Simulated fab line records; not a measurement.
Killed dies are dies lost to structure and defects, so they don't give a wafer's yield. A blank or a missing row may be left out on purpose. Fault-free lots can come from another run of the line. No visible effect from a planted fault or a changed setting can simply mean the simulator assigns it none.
Comparing a struck lot with a sound one / flow n5 finfet / 15 out of 1938 route steps
Sound: wafers L627.3, L627.4, L627.5. Struck: wafer L633.3 (left out: L633.2, L633.6 of the same lot, which were not struck); the cause appears at the end.
Per side, at each step with rows, come the tool, then ch with its chambers, and then its first start. Under that, the readings that differ: sound wafers / struck wafers / difference of the means / sigmas: that difference in standard deviations of wafers without a fault.
alike: readings whose means differ by less than 2 such deviations, and words and numbers that are the same on both sides. not compared: withheld readings, readings that some wafer has no value for, bounds like >300 that may hide the same value, and numbers for which the record gives no deviation and whose values overlap.
The two part at a step that has a row with sigmas, a row that says differs or no value, or rows on one side only. Numbers that don't overlap but have no deviation are shown without sigmas and don't part them. A reading missing from all wafers of one side parts the sides only when that side holds two or more wafers.

first, 6 steps without rows for these wafers: N5_BEOL_M6_COAT_22 (resist thk 30 nm); N5_BEOL_M6_EBR_24; N5_BEOL_M6_SOFTBAKE_23 (time 60 s); N5_BEOL_M6_EXPOSE_25 (exposes mask V5, target cd 40 nm); N5_BEOL_M6_PEB_26 (peb time 60 s); N5_BEOL_M6_DEVELOP_27 (develop time 30 s).
N5_BEOL_M6_CD_MEAS_28: the cd target is 40 nm.
  sound on cd sem-03 ch 0, day 11 16:43; struck on cd sem-03 ch 0, day 13 15:01
  alike: cd nm
N5_BEOL_M6_OVL_MEAS_29:
  sound on overlay-02 ch 0, day 11 16:46; struck on overlay-02 ch 0, day 13 15:04
  alike: V5_OVL
N5_BEOL_M6_INSPECT_30: inspects for defects (brightfield).
  struck on defect inspect-02, day 13 15:07; sound on defect inspect-02, day 11 16:49
  alike: raw defect count
N5_BEOL_M6_DESCUM_33: chemistry O2, time 7 s.
  sound on rie diel-05 ch 1,2,3, day 11 16:50; struck on rie diel-05 ch 2, day 13 15:15
  alike: drypump motor current A, oes product au, rf vpp V, showerhead plenum p Torr, throttle valve pct
  not compared: rf hours counter h
N5_BEOL_M6_ETCH_72: etches underlayer in N2/H2, target depth 6.5 nm, time 5.2 s.
  sound on rie diel-05 ch 1,2,3, day 11 16:53; struck on rie diel-05 ch 2, day 13 15:17
  alike: bias w, drypump motor current A, etch rf on time s, oes product au, rf vpp V, showerhead plenum p Torr, throttle valve pct
  not compared: rf hours counter h
N5_BEOL_M6_ETCH_65: etches SiARC in CF4, target depth 15.6 nm, time 26 s.
  sound on rie diel-05 ch 1,2,3, day 11 16:53; struck on rie diel-05 ch 2, day 13 15:18
  alike: bias w, drypump motor current A, etch rf on time s, oes product au, rf vpp V, showerhead plenum p Torr, throttle valve pct
  not compared: rf hours counter h
N5_BEOL_M6_ETCH_66: etches SOC in N2/H2, target depth 80 nm, overetch 16 nm, time 120 s.
  sound on rie diel-05 ch 1,2,3, day 11 16:55; struck on rie diel-05 ch 2, day 13 15:20
reading=bias w (W); sound=149.2 150.0 150.8; struck=157.1; difference=+7.1; sigmas=+17
reading=rf vpp V (V); sound=522.1 528.3 526.6; struck=543.1; difference=+17.4; sigmas=+8
  alike: drypump motor current A, oes product au, showerhead plenum p Torr, throttle valve pct
  not compared: rf hours counter h
then, 1 step without rows for these wafers: N5_BEOL_M6_STRIP_69 (strips in N2/H2).
-- here the record skips 4 days between the struck wafers' starts before and after, leaving off in module BEOL_M6 and picking up in module PASSIVATION (first step shown: number 1936 of the route) --
N5_PASSIVATION_PROBE_49:
  record: rows for the struck wafers here (prober-01, day 17 13:36), none for the sound ones

== WHERE THEY PART ==
Last at N5_PASSIVATION_PROBE_49 as far as this record goes, first at N5_BEOL_M6_ETCH_66.

WHY: whatever the simulator had introduced
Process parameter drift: rie diel-05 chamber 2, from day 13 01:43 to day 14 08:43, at N5_BEOL_M6_ETCH_66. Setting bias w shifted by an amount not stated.
